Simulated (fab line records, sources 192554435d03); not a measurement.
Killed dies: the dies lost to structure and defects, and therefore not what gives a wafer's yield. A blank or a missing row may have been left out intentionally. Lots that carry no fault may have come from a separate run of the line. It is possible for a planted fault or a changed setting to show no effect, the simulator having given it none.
fab line records || flow n5_finfet
[record] {"lots": 4, "wafers": 12, "last_day": 19}
route steps=1938 shown FIN_SAQP@142 FIN_CUT@154
lots that met no fault: from a run of the same line without faults
start_h: hours from the record's opening day to when the first of the lot's shown wafers began || wait_h: hours elapsed since this lot's preceding step || " unchanged from the row above || L1.1+2: a single row standing in for several wafers || - value missing, or start not given || * or withheld: withheld || < > ~ a bound
route shown NAME@n: NAME is a module with steps in the file, n the number in the route of the first one || usual: mean and standard deviation over wafers with no fault || same: alike in all rows || chamber/n: place in a boat || sites: each site's reading || _std_site: how widely they spread, as a standard deviation || _edge_site: inner sites' mean taken away from outer sites' mean || radius_mm: how far each site lies from the wafer's centre || mask NAME#n: copy n || behind: the last tool/chamber to shape the wafer || hold: why the lot was held/for how many hours/how that ended || device: the n, p or np transistor that did not switch || end of line: the same wafers' tests at the end of the route || where a step has no rows: the recipe by itself || killed: dies that structure and defects cost at the first sort, which is not the same as the wafer's yield || map: shows each die of a wafer: x if killed, . if not, _ if none is there
set.NAME: the setting as run; set.NAME@STEP: as run at that earlier step || model.NAME: the simulator's own value behind a step, which no gauge read
lots seen at some steps along the route; tables by step, rows by wafer
services: the hour from which a tool's chamber was out of use, counted from the record's first day as start_h (under 0 if before that day), plus the number of hours and why
[[steps]]
[step N5_FIN_SAQP_HM_OPEN_33]
[recipe] {"chemistry": "CH3F/O2", "target": "SiNx", "mask_material": "SiO2", "target_depth_a": 494, "time_s": 70.6, "pressure_mtorr": 30, "source_w": 395, "bias_w": 73, "Ar_flow_sccm": 150, "CH3F_flow_sccm": 30, "O2_flow_sccm": 20, "ion_energy_ev": 120, "ends": "cleared"}
[step N5_FIN_SAQP_ETCH_34]
[recipe] {"chemistry": "C4F6/O2", "target": "SiO2", "target_depth_a": 450, "time_s": 15, "ion_energy_ev": 250, "pressure_mtorr": 30, "source_w": 345, "bias_w": 185, "Ar_flow_sccm": 300, "C4F6_flow_sccm": 10, "O2_flow_sccm": 10, "ends": "cleared"}
[step N5_FIN_SAQP_STRIP_77]
[recipe] {"chemistry": "N2/H2", "time_s": 90, "power_w": 100, "temp_c": 40, "pressure_mtorr": 100, "rf_frequency_hz": 6e+07, "bias_power_w": 3, "n2_flow_sccm": 300, "h2_flow_sccm": 300}
[step N5_FIN_SAQP_ETCH_64]
[recipe] {"chemistry": "CF4", "target": "SiO2", "target_depth_a": 15, "ion_energy_ev": 350, "pressure_mtorr": 10, "icp_w": 800, "bias_w": 400, "cf4_flow_sccm": 80}
[step N5_FIN_SAQP_FIN_ETCH_36]
[recipe] {"chemistry": "HBr/Cl2/O2", "target_depth_a": 1200, "mask_material": "SiNx", "time_s": 50.4, "bias_w": 102, "pressure_mtorr": 10, "icp_w": 800, "HBr_flow_sccm": 150, "Cl2_flow_sccm": 80, "O2_flow_sccm": 12}
[step N5_FIN_SAQP_PRECLEAN_38]
[recipe] {"chemistry": "O3/DIW", "time_s": 45, "temp_c": 22, "o3_ppm": 10}
[step N5_FIN_SAQP_PRECLEAN_45]
[recipe] {"chemistry": "dHF", "time_s": 10, "dilution": "500:1", "temp_c": 25}
[step N5_FIN_SAQP_SRD_39]
[recipe] {"dry": "ipa_marangoni", "time_s": 30, "temp_c": 23, "rinse_liquid": "diw"}
[step N5_FIN_CUT_COAT_18]
[recipe] {"resist": "SOC", "temp_c": 250, "time_s": 60, "spin_rpm": 1500, "resist_thk_nm": 230}
[usual] {"heater_power_total_W": "500.5/1.8", "plate_temp_C": "249.99/0.16"}
{"lot.wafer": "L811.2", "tool": "litho_track-05", "chamber": 0, "start_h": 27.30, "wait_h": 0.0, "heater_power_total_W": 498.6, "plate_temp_C": 249.88, "model.SOC_of_FIN_CUT_COAT_18.thk_nm": 231}
{"lot.wafer": "L811.4", "tool": "litho_track-05", "chamber": 0, "start_h": 27.30, "wait_h": 0.0, "heater_power_total_W": 501.4, "plate_temp_C": 249.98, "model.SOC_of_FIN_CUT_COAT_18.thk_nm": 230.6}
{"lot.wafer": "L811.6", "tool": "litho_track-05", "chamber": 0, "start_h": 27.30, "wait_h": 0.0, "heater_power_total_W": 501.3, "plate_temp_C": 249.76, "model.SOC_of_FIN_CUT_COAT_18.thk_nm": 230.4}
{"lot.wafer": "L828.3", "tool": "litho_track-05", "chamber": 0, "start_h": 128.13, "wait_h": 0.0, "heater_power_total_W": 401.3, "plate_temp_C": 208.55, "model.SOC_of_FIN_CUT_COAT_18.thk_nm": 240}
{"lot.wafer": "L828.5", "tool": "litho_track-05", "chamber": 0, "start_h": 128.13, "wait_h": 0.0, "heater_power_total_W": 397.6, "plate_temp_C": 208.44, "model.SOC_of_FIN_CUT_COAT_18.thk_nm": 239}
{"lot.wafer": "L828.6", "tool": "litho_track-05", "chamber": 0, "start_h": 128.13, "wait_h": 0.0, "heater_power_total_W": 399.4, "plate_temp_C": 208.37, "model.SOC_of_FIN_CUT_COAT_18.thk_nm": 239.8}
{"lot.wafer": "L829.1", "tool": "litho_track-05", "chamber": 0, "start_h": 135.47, "wait_h": 0.0, "heater_power_total_W": 400.6, "plate_temp_C": 208.30, "model.SOC_of_FIN_CUT_COAT_18.thk_nm": 240.2}
{"lot.wafer": "L829.4", "tool": "litho_track-05", "chamber": 0, "start_h": 135.47, "wait_h": 0.0, "heater_power_total_W": 397.9, "plate_temp_C": 208.62, "model.SOC_of_FIN_CUT_COAT_18.thk_nm": 240.8}
{"lot.wafer": "L829.6", "tool": "litho_track-05", "chamber": 0, "start_h": 135.47, "wait_h": 0.0, "heater_power_total_W": 397.3, "plate_temp_C": 208.56, "model.SOC_of_FIN_CUT_COAT_18.thk_nm": 240.4}
{"lot.wafer": "L834.2", "tool": "litho_track-03", "chamber": 0, "start_h": 165.40, "wait_h": 0.0, "heater_power_total_W": 498.0, "plate_temp_C": 249.74, "model.SOC_of_FIN_CUT_COAT_18.thk_nm": 231.2}
{"lot.wafer": "L834.4", "tool": "litho_track-03", "chamber": 0, "start_h": 165.40, "wait_h": 0.0, "heater_power_total_W": 498.8, "plate_temp_C": 249.97, "model.SOC_of_FIN_CUT_COAT_18.thk_nm": 230.6}
{"lot.wafer": "L834.5", "tool": "litho_track-03", "chamber": 0, "start_h": 165.40, "wait_h": 0.0, "heater_power_total_W": 498.5, "plate_temp_C": 250.22, "model.SOC_of_FIN_CUT_COAT_18.thk_nm": 230.6}
[step N5_FIN_CUT_COAT_19]
[recipe] {"resist": "SiARC", "temp_c": 220, "time_s": 60, "spin_rpm": 1500, "resist_thk_nm": 20}
[step N5_FIN_CUT_COAT_29]
[recipe] {"resist": "underlayer", "temp_c": 205, "time_s": 60, "spin_rpm": 1500, "resist_thk_nm": 10}
[step N5_FIN_CUT_COAT_02]
[recipe] {"resist": "CAR-EUV", "spin_rpm": 1500, "resist_thk_nm": 30}
[step N5_FIN_CUT_EBR_04]
[recipe] {"solvent": "PGMEA", "ebr_width_mm": 1.5}
[step N5_FIN_CUT_SOFTBAKE_03]
[recipe] {"temp_c": 110, "time_s": 60, "resist": "CAR-EUV"}
[step N5_FIN_CUT_EXPOSE_05]
[recipe] {"mask_id": "FIN_CUT", "na": 0.33, "source_shape": "annular", "sigma_inner": 0.35, "sigma_outer": 0.8, "polarization": "unpolarized", "dose_mj": 45.75}
[step N5_FIN_CUT_PEB_06]
[recipe] {"peb_temp_c": 100, "peb_time_s": 60, "resist": "CAR-EUV"}
[step N5_FIN_CUT_DEVELOP_07]
[recipe] {"develop_time_s": 30, "developer": "TMAH", "resist": "CAR-EUV", "rinse_liquid": "surfactant_rinse", "dry": "air_spin", "dev_temp_c": 23}
[step N5_FIN_CUT_DESCUM_13]
[recipe] {"chemistry": "O2", "time_s": 7, "source_power_w": 50, "bias_power_w": 20, "pressure_mtorr": 20, "rf_frequency_hz": 2.712e+07, "temp_c": 40, "resist": "CAR-EUV", "o2_flow_sccm": 225}
[step N5_FIN_CUT_ETCH_30]
[recipe] {"chemistry": "N2/H2", "target": "underlayer", "target_depth_a": 130, "mask_material": "CAR-EUV", "time_s": 10.4, "ion_energy_ev": 200, "pressure_mtorr": 30, "source_w": 840, "bias_w": 150, "n2_flow_sccm": 200, "h2_flow_sccm": 200, "ends": "cleared"}
[step N5_FIN_CUT_ETCH_20]
[recipe] {"chemistry": "CF4", "target": "SiARC", "target_depth_a": 260, "mask_material": "CAR-EUV", "time_s": 43.3, "ion_energy_ev": 80, "pressure_mtorr": 40, "source_w": 545, "bias_w": 36, "Ar_flow_sccm": 100, "cf4_flow_sccm": 100, "ends": "cleared"}
[step N5_FIN_CUT_ETCH_21]
[recipe] {"chemistry": "N2/H2", "target": "SOC", "target_depth_a": 2190, "overetch_a": 438, "mask_material": "SiARC", "temp_c": 40, "ion_energy_ev": 100, "bias_w": 61, "time_s": 523.5, "pressure_mtorr": 30, "source_w": 850, "n2_flow_sccm": 200, "h2_flow_sccm": 200}
[usual] {"bias_w": "61.02/0.19", "drypump_motor_current_A": "5.9/0.63", "oes_product_au": "0.76/0.071", "rf_vpp_V": "240.7/1.2", "showerhead_plenum_p_Torr": "2.54/0.082", "throttle_valve_pct": "17.80/0.24"}
{"lot.wafer": "L811.2", "tool": "rie_diel-02", "chamber": 1, "start_h": 28.01, "wait_h": 0.0, "bias_w": 61.11, "drypump_motor_current_A": 6.4, "oes_product_au": 0.72, "rf_hours_counter_h": 117, "rf_vpp_V": 241.3, "showerhead_plenum_p_Torr": 2.68, "throttle_valve_pct": 17.55, "model.etch.depth_nm": 231.1}
{"lot.wafer": "L811.4", "tool": "rie_diel-02", "chamber": 1, "start_h": 28.01, "wait_h": 0.0, "bias_w": 61.04, "drypump_motor_current_A": 6.4, "oes_product_au": 0.72, "rf_hours_counter_h": "-", "rf_vpp_V": 242.4, "showerhead_plenum_p_Torr": 2.68, "throttle_valve_pct": 17.53, "model.etch.depth_nm": 230.6}
{"lot.wafer": "L811.6", "tool": "rie_diel-02", "chamber": 3, "start_h": 28.01, "wait_h": 0.0, "bias_w": 61.51, "drypump_motor_current_A": 6.8, "oes_product_au": 0.79, "rf_hours_counter_h": "-", "rf_vpp_V": 239.5, "showerhead_plenum_p_Torr": 2.50, "throttle_valve_pct": 18.24, "model.etch.depth_nm": 230.3}
{"lot.wafer": "L828.3", "tool": "rie_diel-02", "chamber": 2, "start_h": 128.62, "wait_h": 0.0, "bias_w": 61.22, "drypump_motor_current_A": 6.5, "oes_product_au": 0.76, "rf_hours_counter_h": 62, "rf_vpp_V": 240.8, "showerhead_plenum_p_Torr": 2.48, "throttle_valve_pct": 17.62, "model.etch.depth_nm": 226.7}
{"lot.wafer": "L828.5", "tool": "rie_diel-02", "chamber": 2, "start_h": 128.62, "wait_h": 0.0, "bias_w": 60.96, "drypump_motor_current_A": 6.5, "oes_product_au": 0.76, "rf_hours_counter_h": "-", "rf_vpp_V": 239.1, "showerhead_plenum_p_Torr": 2.48, "throttle_valve_pct": 17.64, "model.etch.depth_nm": 225.9}
{"lot.wafer": "L828.6", "tool": "rie_diel-02", "chamber": 1, "start_h": 128.62, "wait_h": 0.0, "bias_w": 60.58, "drypump_motor_current_A": 6.4, "oes_product_au": 0.69, "rf_hours_counter_h": "-", "rf_vpp_V": 242.8, "showerhead_plenum_p_Torr": 2.67, "throttle_valve_pct": 17.60, "model.etch.depth_nm": 226.6}
{"lot.wafer": "L829.1", "tool": "rie_diel-02", "chamber": 2, "start_h": 136.08, "wait_h": 0.0, "bias_w": 60.97, "drypump_motor_current_A": 6.5, "oes_product_au": 0.75, "rf_hours_counter_h": 64, "rf_vpp_V": 239.2, "showerhead_plenum_p_Torr": 2.48, "throttle_valve_pct": 17.63, "model.etch.depth_nm": 227}
{"lot.wafer": "L829.4", "tool": "rie_diel-02", "chamber": 0, "start_h": 136.08, "wait_h": 0.0, "bias_w": 61.10, "drypump_motor_current_A": 5.4, "oes_product_au": 0.82, "rf_hours_counter_h": 39, "rf_vpp_V": 240.7, "showerhead_plenum_p_Torr": 2.59, "throttle_valve_pct": 17.64, "model.etch.depth_nm": 227.6}
{"lot.wafer": "L829.6", "tool": "rie_diel-02", "chamber": 1, "start_h": 136.08, "wait_h": 0.0, "bias_w": 61.41, "drypump_motor_current_A": 6.4, "oes_product_au": 0.69, "rf_hours_counter_h": "-", "rf_vpp_V": 241.4, "showerhead_plenum_p_Torr": 2.67, "throttle_valve_pct": 17.59, "model.etch.depth_nm": 227.2}
{"lot.wafer": "L834.2", "tool": "rie_diel-06", "chamber": 3, "start_h": 166.26, "wait_h": 0.0, "bias_w": 61.23, "drypump_motor_current_A": 4.9, "oes_product_au": 0.70, "rf_hours_counter_h": 149, "rf_vpp_V": 241.0, "showerhead_plenum_p_Torr": 2.55, "throttle_valve_pct": 17.87, "model.etch.depth_nm": 231.1}
{"lot.wafer": "L834.4", "tool": "rie_diel-06", "chamber": 0, "start_h": 166.26, "wait_h": 0.0, "bias_w": 61.11, "drypump_motor_current_A": 6.5, "oes_product_au": 0.84, "rf_hours_counter_h": "-", "rf_vpp_V": 241.1, "showerhead_plenum_p_Torr": 2.60, "throttle_valve_pct": 17.69, "model.etch.depth_nm": 230.5}
{"lot.wafer": "L834.5", "tool": "rie_diel-06", "chamber": 2, "start_h": 166.26, "wait_h": 0.0, "bias_w": 61.10, "drypump_motor_current_A": 5.6, "oes_product_au": 0.71, "rf_hours_counter_h": "-", "rf_vpp_V": 240.1, "showerhead_plenum_p_Torr": 2.45, "throttle_valve_pct": 17.93, "model.etch.depth_nm": 230.6}
[step N5_FIN_CUT_STRIP_23]
[recipe] {"chemistry": "N2/H2", "temp_c": 40, "n2_flow_sccm": 200, "h2_flow_sccm": 200, "rf_frequency_hz": 6e+07}
[step N5_FIN_CUT_STRIP_31]
[recipe] {"chemistry": "N2/H2", "temp_c": 40, "n2_flow_sccm": 200, "h2_flow_sccm": 200, "rf_frequency_hz": 6e+07}
[step N5_FIN_CUT_STRIP_24]
[recipe] {"chemistry": "CF4", "resist": "SiARC", "power_w": 300, "bias_power_w": 75, "pressure_mtorr": 50, "cf4_flow_sccm": 150, "rf_frequency_hz": 6e+07}
[step N5_FIN_CUT_CUT_ETCH_26]
[recipe] {"chemistry": "CH3F/O2", "target": "SiNx", "target_depth_a": 390, "mask_material": "SOC", "time_s": 55.7, "pressure_mtorr": 30, "source_w": 395, "bias_w": 73, "Ar_flow_sccm": 150, "CH3F_flow_sccm": 30, "O2_flow_sccm": 20, "ion_energy_ev": 120}
[step N5_FIN_CUT_CUT_ETCH_27]
[recipe] {"chemistry": "CHF3/O2", "target": "SiO2", "target_depth_a": 40, "mask_material": "SOC", "overetch_a": 20, "time_s": 4.9, "pressure_mtorr": 30, "source_w": 650, "bias_w": 170, "Ar_flow_sccm": 200, "CHF3_flow_sccm": 50, "O2_flow_sccm": 5, "ion_energy_ev": 200}
[step N5_FIN_CUT_PRECLEAN_35]
[recipe] {"time_s": 13.3, "temp_c": 45, "pressure_torr": 125, "p_hf_torr": 3, "p_coreactant_torr": 25, "chemistry": "vHF"}
[step N5_FIN_CUT_CUT_ETCH_15]
[recipe] {"chemistry": "HBr/Cl2/O2", "target": "Si", "target_depth_a": 1000, "bt_time_s": 10, "mask_material": "SOC", "time_s": 42.4, "ion_energy_ev": "*", "bias_w": "*", "pressure_mtorr": 10, "icp_w": 800, "HBr_flow_sccm": 150, "Cl2_flow_sccm": 80, "O2_flow_sccm": 12}
[step N5_FIN_CUT_CUT_ETCH_28]
[recipe] {"chemistry": "HBr/Cl2/O2", "target": "Si", "target_depth_a": 60, "mask_material": "SOC", "time_s": 2.4, "ion_energy_ev": "*", "bias_w": "*", "pressure_mtorr": 10, "icp_w": 800, "HBr_flow_sccm": 150, "Cl2_flow_sccm": 80, "O2_flow_sccm": 12}
[usual] {"bias_w": "*", "drypump_motor_current_A": "5.9/0.42", "oes_product_au": "0.992/0.012", "throttle_valve_pct": "37.0/0.31"}
{"lot.wafer": "L811.2", "tool": "rie_si-05", "chamber": 3, "start_h": 28.60, "wait_h": 0.0, "bias_w": "*", "drypump_motor_current_A": 5.7, "oes_product_au": 1.003, "rf_hours_counter_h": 181, "throttle_valve_pct": 37.4, "model.SOC_of_FIN_CUT_COAT_18.thk_nm": 168.8}
{"lot.wafer": "L811.4", "tool": "rie_si-05", "chamber": 1, "start_h": 28.60, "wait_h": 0.0, "bias_w": "*", "drypump_motor_current_A": 6.7, "oes_product_au": 0.971, "rf_hours_counter_h": 174, "throttle_valve_pct": 37.4, "model.SOC_of_FIN_CUT_COAT_18.thk_nm": 168.4}
{"lot.wafer": "L811.6", "tool": "rie_si-05", "chamber": 3, "start_h": 28.60, "wait_h": 0.0, "bias_w": "*", "drypump_motor_current_A": 5.6, "oes_product_au": 0.998, "rf_hours_counter_h": "-", "throttle_valve_pct": 37.4, "model.SOC_of_FIN_CUT_COAT_18.thk_nm": 169}
{"lot.wafer": "L828.3", "tool": "rie_si-03", "chamber": 2, "start_h": 129.21, "wait_h": 0.0, "bias_w": "*", "drypump_motor_current_A": 5.7, "oes_product_au": 0.976, "rf_hours_counter_h": 5, "throttle_valve_pct": 36.6, "model.SOC_of_FIN_CUT_COAT_18.thk_nm": 165.6}
{"lot.wafer": "L828.5", "tool": "rie_si-03", "chamber": 3, "start_h": 129.21, "wait_h": 0.0, "bias_w": "*", "drypump_motor_current_A": 5.0, "oes_product_au": 0.992, "rf_hours_counter_h": "-", "throttle_valve_pct": 36.9, "model.SOC_of_FIN_CUT_COAT_18.thk_nm": 165}
{"lot.wafer": "L828.6", "tool": "rie_si-03", "chamber": 2, "start_h": 129.21, "wait_h": 0.0, "bias_w": "*", "drypump_motor_current_A": 5.7, "oes_product_au": 0.983, "rf_hours_counter_h": "-", "throttle_valve_pct": 36.6, "model.SOC_of_FIN_CUT_COAT_18.thk_nm": 164.4}
{"lot.wafer": "L829.1", "tool": "rie_si-05", "chamber": 0, "start_h": 136.68, "wait_h": 0.0, "bias_w": "*", "drypump_motor_current_A": 6.1, "oes_product_au": 0.991, "rf_hours_counter_h": 106, "throttle_valve_pct": 36.7, "model.SOC_of_FIN_CUT_COAT_18.thk_nm": 167}
{"lot.wafer": "L829.4", "tool": "rie_si-05", "chamber": 2, "start_h": 136.68, "wait_h": 0.0, "bias_w": "*", "drypump_motor_current_A": 6.2, "oes_product_au": 1.015, "rf_hours_counter_h": 24, "throttle_valve_pct": 36.7, "model.SOC_of_FIN_CUT_COAT_18.thk_nm": 166.8}
{"lot.wafer": "L829.6", "tool": "rie_si-05", "chamber": 1, "start_h": 136.68, "wait_h": 0.0, "bias_w": "*", "drypump_motor_current_A": 6.6, "oes_product_au": 0.983, "rf_hours_counter_h": "-", "throttle_valve_pct": 37.4, "model.SOC_of_FIN_CUT_COAT_18.thk_nm": 164.6}
{"lot.wafer": "L834.2", "tool": "rie_si-05", "chamber": 0, "start_h": 166.85, "wait_h": 0.0, "bias_w": "*", "drypump_motor_current_A": 6.1, "oes_product_au": 0.983, "rf_hours_counter_h": 106, "throttle_valve_pct": 36.7, "model.SOC_of_FIN_CUT_COAT_18.thk_nm": 171.2}
{"lot.wafer": "L834.4", "tool": "rie_si-05", "chamber": 3, "start_h": 166.85, "wait_h": 0.0, "bias_w": "*", "drypump_motor_current_A": 5.7, "oes_product_au": 0.999, "rf_hours_counter_h": 184, "throttle_valve_pct": 37.4, "model.SOC_of_FIN_CUT_COAT_18.thk_nm": 168.4}
{"lot.wafer": "L834.5", "tool": "rie_si-05", "chamber": 2, "start_h": 166.85, "wait_h": 0.0, "bias_w": "*", "drypump_motor_current_A": 6.2, "oes_product_au": 1.009, "rf_hours_counter_h": "-", "throttle_valve_pct": 36.7, "model.SOC_of_FIN_CUT_COAT_18.thk_nm": 169.6}
[step N5_FIN_CUT_STRIP_22]
[recipe] {"chemistry": "N2/H2", "power_w": 500, "temp_c": 40, "pressure_mtorr": 50, "rf_frequency_hz": 6e+07, "overash_fraction": 0.3, "bias_power_w": 8, "h2_frac": 0.5, "n2_flow_sccm": 300, "h2_flow_sccm": 300}
[[services]]
{"tool": "rie_si-03", "chamber": 2, "start_h": 24.50, "hours": 6.2, "kind": "repair"}
{"tool": "rie_si-05", "chamber": "-", "start_h": 34.69, "hours": 4.3, "kind": "pm"}
{"tool": "rie_si-05", "chamber": 2, "start_h": 55.41, "hours": 3.8, "kind": "repair"}
{"tool": "rie_diel-06", "chamber": 0, "start_h": 116.68, "hours": "-", "kind": "clean"}
{"tool": "rie_diel-06", "chamber": 0, "start_h": 116.68, "hours": "-", "kind": "consumable_replace:focus_ring"}
{"tool": "rie_diel-06", "chamber": 0, "start_h": 116.68, "hours": 24.2, "kind": "scheduled_down"}
{"tool": "rie_diel-06", "chamber": 0, "start_h": 116.68, "hours": 24.2, "kind": "vent_cycle"}
{"tool": "rie_diel-02", "chamber": 3, "start_h": 119.82, "hours": 11.3, "kind": "repair"}
{"tool": "rie_diel-02", "chamber": "-", "start_h": 136.73, "hours": 2.7, "kind": "repair"}
{"tool": "rie_diel-06", "chamber": 1, "start_h": 160.12, "hours": 7.3, "kind": "repair"}
[[key]]
[first_sign] {"step": "N5_FIN_CUT_COAT_18", "reading": "plate_temp_C", "direction": "down", "sigmas": "99+", "usual": "*", "struck": "*"}
[effect] {"step": "N5_FIN_CUT_COAT_18", "reading": "heater_power_total_W", "direction": "down", "sigmas": 56, "usual": "*", "struck": "*"}
[model_effect] {"step": "N5_FIN_CUT_COAT_18", "value": "SOC_of_FIN_CUT_COAT_18.thk_nm", "without": 229.9, "struck": 240}
[model_effect] {"step": "N5_FIN_CUT_ETCH_21", "value": "etch.depth_nm", "without": 229.9, "struck": 226.8}
[model_effect] {"step": "N5_FIN_CUT_CUT_ETCH_28", "value": "SOC_of_FIN_CUT_COAT_18.thk_nm", "without": 168.7, "struck": 165.6}
met_at N5_FIN_CUT_COAT_18
struck_wafers L828.3,L828.5,L828.6,L829.1,L829.4,L829.6
tester_left_out L828,L829
onset_between 27.30 128.13
[fault] {"kind": "process_parameter_drift", "tool": "litho_track-05", "chamber": "-", "onset_h": 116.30, "steps": "N5_FIN_CUT_COAT_18", "channel": "temp_c", "offset": "*", "shape": "step", "end_h": 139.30, "acts_in": "*", "stated": "*"}
// tester_left_out: of these lots the tester's yield and bins aren't shown, on N5 and GAA mostly nor the transistor test; their killed dies are dies lost to structure and defects alone, not to doping, threshold or leakage, so they don't give the yield
